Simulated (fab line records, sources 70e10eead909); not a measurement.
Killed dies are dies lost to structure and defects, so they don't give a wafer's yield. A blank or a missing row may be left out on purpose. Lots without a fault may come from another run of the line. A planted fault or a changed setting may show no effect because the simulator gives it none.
Chamber matching | flow nand_harc | NHARC_P_M2_DESCUM_14 on rie_diel-09: 4 sister chambers
The step chemistry O2, time 3 s. 8 wafers are shown with their chamber, then 10 later ones without.

WAFERS WITH THEIR CHAMBER
wafer  | chamber | drypump_motor_current_A (A) | oes_product_au (a.u.)
L075.3 | 1       | 6.4                         | 1.022
L075.4 | 0       | 5.9                         | 0.969
L076.3 | 1       | 6.3                         | 1.008
L078.5 | 2       | 5.8                         | 0.980
L077.2 | 0       | 5.9                         | 1.009
L077.5 | 3       | 6.2                         | 1.017
L079.1 | 3       | 6.1                         | 1.002
L079.5 | 2       | 5.8                         | 0.994

WAFERS WITHOUT THEIR CHAMBER
wafer  | drypump_motor_current_A (A) | oes_product_au (a.u.)
L079.6 | 6.1                         | 1.021
L084.3 | 5.9                         | 1.016
L084.4 | 5.8                         | 1.008
L084.5 | 6.2                         | 1.023
L086.3 | 6.3                         | 0.998
L086.4 | 5.8                         | 0.998
L086.6 | 6.3                         | 0.997
L097.1 | 5.9                         | 1.003
L097.3 | 5.8                         | 1.009
L097.6 | 6.3                         | 1.004

WHICH CHAMBER EACH WENT THROUGH
wafer  | from the rows above     | in truth
L079.6 | 3                       | 3
L084.3 | can't be placed: 0 or 2 | 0
L084.4 | can't be placed: 2 or 0 | 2
L084.5 | can't be placed: 3 or 1 | 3
L086.3 | can't be placed: 1 or 3 | 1
L086.4 | can't be placed: 2 or 0 | 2
L086.6 | can't be placed: 1 or 3 | 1
L097.1 | can't be placed: 0 or 2 | 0
L097.3 | can't be placed: 2 or 0 | 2
L097.6 | can't be placed: 1 or 3 | 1
Placed correctly: 1 of 10. Can't be placed from these rows: 9 (the true chamber is among the candidates in 9). Placed wrongly: 0.
How it was worked out, from the rows above alone: a wafer's distance from a chamber is the root of the sum, over the readings, of the square of ((its reading less the chamber's mean) divided by the reading's scatter). The wafer belongs to the nearest chamber; if the next one is less than 2 further off, it can't be placed. A chamber's mean is the mean of its shown wafers. The scatter: the root of (the sum of the squares of (reading less its chamber's mean) over the shown wafers, divided by (wafers less chambers)).
